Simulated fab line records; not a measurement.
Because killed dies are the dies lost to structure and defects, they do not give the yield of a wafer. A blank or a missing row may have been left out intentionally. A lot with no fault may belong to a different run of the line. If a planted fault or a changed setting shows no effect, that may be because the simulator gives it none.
Split-lot trial | flow n5_finfet | route with 1938 steps; 7 lots, 21 wafers read

ON THE SPLIT
At N5_HKMG_FIN_COAT_42 (time 60 s, resist thk 35 nm), the setting spin_rpm was moved away from the recipe's 1500 rpm on 9 of the 21 wafers read, by -8.5% to +10.9%. This setting was run at the recipe's value on the other wafers.

The split's own step is where the reading is taken.

THE READING
SiARC_of_HKMG_FIN_COAT_42.thk_nm (the simulator's own value, which no gauge read), in nm, at N5_HKMG_FIN_COAT_42 (time 60 s, resist thk 35 nm). There is no usual value for it anywhere in the file. Average 35.0 nm, standard deviation 0.14 nm, over the 12 wafers here run with the recipe.

wafer  | tool, chamber at the split | spin_rpm as run, rpm | against the recipe | SiARC_of_HKMG_FIN_COAT_42.thk_nm, nm | against lot-mates on the recipe
L074.2 | litho_track-03, 0          | 1500                 | recipe             | 35.2                                 | -
L074.4 | litho_track-03, 0          | 1500                 | recipe             | 35                                   | -
L074.6 | litho_track-03, 0          | 1500                 | recipe             | 35                                   | -
L076.1 | litho_track-03, 0          | 1663                 | +10.9%             | 33.2                                 | -2.0
L076.4 | litho_track-03, 0          | 1663                 | +10.9%             | 33.2                                 | -2.0
L076.2 | litho_track-03, 0          | 1500                 | recipe             | 35.2                                 | -
L077.1 | litho_track-01, 0          | 1500                 | recipe             | 35                                   | -
L077.2 | litho_track-01, 0          | 1637                 | +9.1%              | 33.4                                 | -1.6
L077.6 | litho_track-01, 0          | 1637                 | +9.1%              | 33.4                                 | -1.6
L085.1 | litho_track-01, 0          | 1567                 | +4.5%              | 34.2                                 | -0.8
L085.5 | litho_track-01, 0          | 1500                 | recipe             | 35                                   | -
L085.6 | litho_track-01, 0          | 1567                 | +4.5%              | 34.4                                 | -0.6
L089.1 | litho_track-03, 0          | 1500                 | recipe             | 35.2                                 | -
L089.3 | litho_track-03, 0          | 1500                 | recipe             | 35                                   | -
L089.6 | litho_track-03, 0          | 1500                 | recipe             | 35                                   | -
L095.1 | litho_track-01, 0          | 1500                 | recipe             | 34.8                                 | -
L095.2 | litho_track-01, 0          | 1372                 | -8.5%              | 36.6                                 | +1.8
L095.6 | litho_track-01, 0          | 1372                 | -8.5%              | 36.4                                 | +1.6
L096.1 | litho_track-05, 0          | 1500                 | recipe             | 34.8                                 | -
L096.5 | litho_track-05, 0          | 1500                 | recipe             | 34.8                                 | -
L096.4 | litho_track-05, 0          | 1457                 | -2.9%              | 35.2                                 | +0.4

FIT RESULTS
A straight line over all 21 wafers: SiARC_of_HKMG_FIN_COAT_42.thk_nm changes by -0.169 nm for each +1% of spin_rpm; r = -0.99; the points scatter about the line by 0.14 nm.
The same after taking each lot's own level away (the mean of its wafers on the recipe; 21 wafers): -0.184 nm for each +1%; r = -1.00; scatter 0.095 nm.
The reading moves by 2 nm for the largest change in spin_rpm, on that fit.
The span of the lots' own levels, 34.80 to 35.20 nm, comes to 2.8 times the standard deviation stated above.
Consequently the slope shifts little with the lot-to-lot level, the two slopes agreeing.
Check: for one of the wafers moved furthest among these (+10.9%), held out of the fit, the line's prediction against its lot-mates is -1.97 nm. It came out at -2 nm against them.

OTHER SPLITS ON THESE WAFERS
These wafers also went through other splits before the reading. Each is held against what the fit with the lots' levels taken away leaves over:
other split on the same wafers    | wafers away from the commonest value | r with SiARC_of_HKMG_FIN_COAT_42.thk_nm (lot level and that fit taken away)
N5_WELL_APT_COAT_02 spin_rpm      | 9                                    | +0.14
N5_WELL_APT_EXPOSE_22 dose_mj     | 12                                   | -0.26
N5_WELL_APT_PEB_23 peb_time_s     | 2                                    | -0.12
N5_FIN_SAQP_SPACER2_ALD_28 temp_c | 8                                    | -0.18
N5_FIN_SAQP_FIN_ETCH_36 icp_w     | 8                                    | -0.25
N5_FIN_CUT_COAT_19 spin_rpm       | 7                                    | -0.19
N5_DUMMY_GATE_COAT_28 spin_rpm    | 8                                    | -0.20
N5_SD_EPI_N_EPI_21 time_s         | 8                                    | -0.04
N5_SDB_COAT_03 spin_rpm           | 8                                    | -0.13

THE FILE'S OWN FIT
SiARC_of_HKMG_FIN_COAT_42.thk_nm changes by -0.182 nm for each +1% of spin_rpm, r = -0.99.
